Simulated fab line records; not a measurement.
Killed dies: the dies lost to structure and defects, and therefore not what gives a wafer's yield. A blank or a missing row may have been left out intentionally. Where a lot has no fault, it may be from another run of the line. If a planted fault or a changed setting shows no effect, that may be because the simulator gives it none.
Matching of chambers || flow nand-harc || NHARC_A_BONDPAD_DEP_00 on pecvd-01 has 3 sister chambers
The step deposits SiCN, target thk 250 nm. 3 wafers are shown with their chamber, then 7 later ones without.

## WAFERS PAIRED WITH THEIR CHAMBERS
{"wafer": "L509.6", "chamber": 0, "heater-power-w (W)": 612}
{"wafer": "L508.1", "chamber": 1, "heater-power-w (W)": 560}
{"wafer": "L508.2", "chamber": 2, "heater-power-w (W)": 679}

## WAFERS WITH NO CHAMBER GIVEN
{"wafer": "L508.5", "heater-power-w (W)": 605}
{"wafer": "L524.3", "heater-power-w (W)": 655}
{"wafer": "L524.4", "heater-power-w (W)": 729}
{"wafer": "L524.6", "heater-power-w (W)": 656}
{"wafer": "L521.1", "heater-power-w (W)": 680}
{"wafer": "L521.2", "heater-power-w (W)": 736}
{"wafer": "L521.4", "heater-power-w (W)": 647}

## WHICH CHAMBER EACH WENT THROUGH
{"wafer": "L508.5", "from the rows above": "can't be placed: 0 or 1 or 2", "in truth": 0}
{"wafer": "L524.3", "from the rows above": "can't be placed: 2 or 0", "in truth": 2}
{"wafer": "L524.4", "from the rows above": "can't be placed: 2 or 0", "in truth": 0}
{"wafer": "L524.6", "from the rows above": "can't be placed: 2 or 0", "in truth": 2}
{"wafer": "L521.1", "from the rows above": "can't be placed: 2 or 0", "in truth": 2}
{"wafer": "L521.2", "from the rows above": "can't be placed: 2 or 0", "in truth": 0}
{"wafer": "L521.4", "from the rows above": "can't be placed: 2 or 0 or 1", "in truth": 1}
Correctly placed: 0 of 7. These rows do not allow placing 7 (true chamber among the candidates in 7). Number placed wrongly: 0.
How it was worked out, from the rows above alone: a wafer's distance from a chamber is the root of the sum, over the readings, of the square of ((its reading less the chamber's mean) divided by the reading's scatter). If the next closest chamber is less than 2 further off than the closest, the wafer can't be placed; otherwise it belongs to the closest. A chamber's mean is the mean of its shown wafers. The scatter: root of mean squared gap, hidden wafer to nearest shown wafer, with one shown wafer a chamber.
